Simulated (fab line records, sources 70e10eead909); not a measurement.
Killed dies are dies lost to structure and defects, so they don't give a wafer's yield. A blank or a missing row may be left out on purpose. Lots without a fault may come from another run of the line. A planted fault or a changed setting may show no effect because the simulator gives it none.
Which tool did it? | flow nand_harc | 6 lots, 18 wafers sampled, at 3 steps of a route of 1159

WHAT THE GAUGES READ, wafer by wafer
NHARC_P_GATE_INSPECT_28.
lot  | measured     | on                | raw_defect_count
L256 | day 5 00:52  | defect_inspect-01 | 13 9 9
L257 | day 5 14:41  | defect_inspect-01 | 6 6 7
L260 | day 6 10:07  | defect_inspect-02 | 3 7 6
L269 | day 8 07:13  | defect_inspect-01 | 9 5 437
L273 | day 9 13:45  | defect_inspect-01 | 9 4 8
L275 | day 10 00:51 | defect_inspect-02 | 8 5 13

WHICH TOOL RAN EACH LOT (tool, then ch and the chambers of the sampled wafers, then the start)
lot  | NHARC_P_STI_ETCH_15             | NHARC_P_GATE_DEP_103
L256 | rie_si-03 ch 1,3, day 2 23:58   | pecvd-03 ch 1,2, day 4 23:59
L257 | rie_si-02 ch 0,2,3, day 3 11:59 | pecvd-04 ch 0,1,2, day 5 13:52
L260 | rie_si-05 ch 0,1,3, day 4 00:01 | pecvd-02 ch 0,2, day 6 09:22
L269 | rie_si-02 ch 2,3, day 6 05:17   | pecvd-04 ch 0,1,2, day 8 06:25
L273 | rie_si-03 ch 0,1, day 7 08:43   | pecvd-02 ch 0,1,2, day 9 13:02
L275 | rie_si-05 ch 0,1,2, day 7 19:05 | pecvd-03 ch 1,2, day 10 00:12
- NHARC_P_STI_ETCH_15: etches the open film in HBr/Cl2, target depth 300 nm, time 100.1 s.
- NHARC_P_GATE_DEP_103: deposits SiON, target thk 30 nm.

THE ANSWER, worked out from the rows above alone
Rule: what is usual is taken from the lots themselves. Put in order of their means at a reading, lots are off if they are a third of the lots or fewer, leave a main group of 4 or more, and stand apart from it by a gap of 3 or more times the standard deviation of the main group's means; of several such gaps the widest counts. A main group whose means are all the same, to the digits that the tables above print for the reading, isn't used. A lot without any number at a reading at which 4 lots or more have one is off too. The other lots that the step has rows for count as sound.
Off: L269, at NHARC_P_GATE_INSPECT_28 (raw_defect_count). The main group: mean 7.5, standard deviation 1.8.
A tool fits if, at a process step before that reading, it ran every lot that is off, and no sound lot after the first of them. The gauges at NHARC_P_GATE_INSPECT_28 are tried like those tools. Can't be told from this: 2 tools fit, rie_si-02 at NHARC_P_STI_ETCH_15, pecvd-04 at NHARC_P_GATE_DEP_103.

WHAT THE SIMULATOR HAD PUT IN
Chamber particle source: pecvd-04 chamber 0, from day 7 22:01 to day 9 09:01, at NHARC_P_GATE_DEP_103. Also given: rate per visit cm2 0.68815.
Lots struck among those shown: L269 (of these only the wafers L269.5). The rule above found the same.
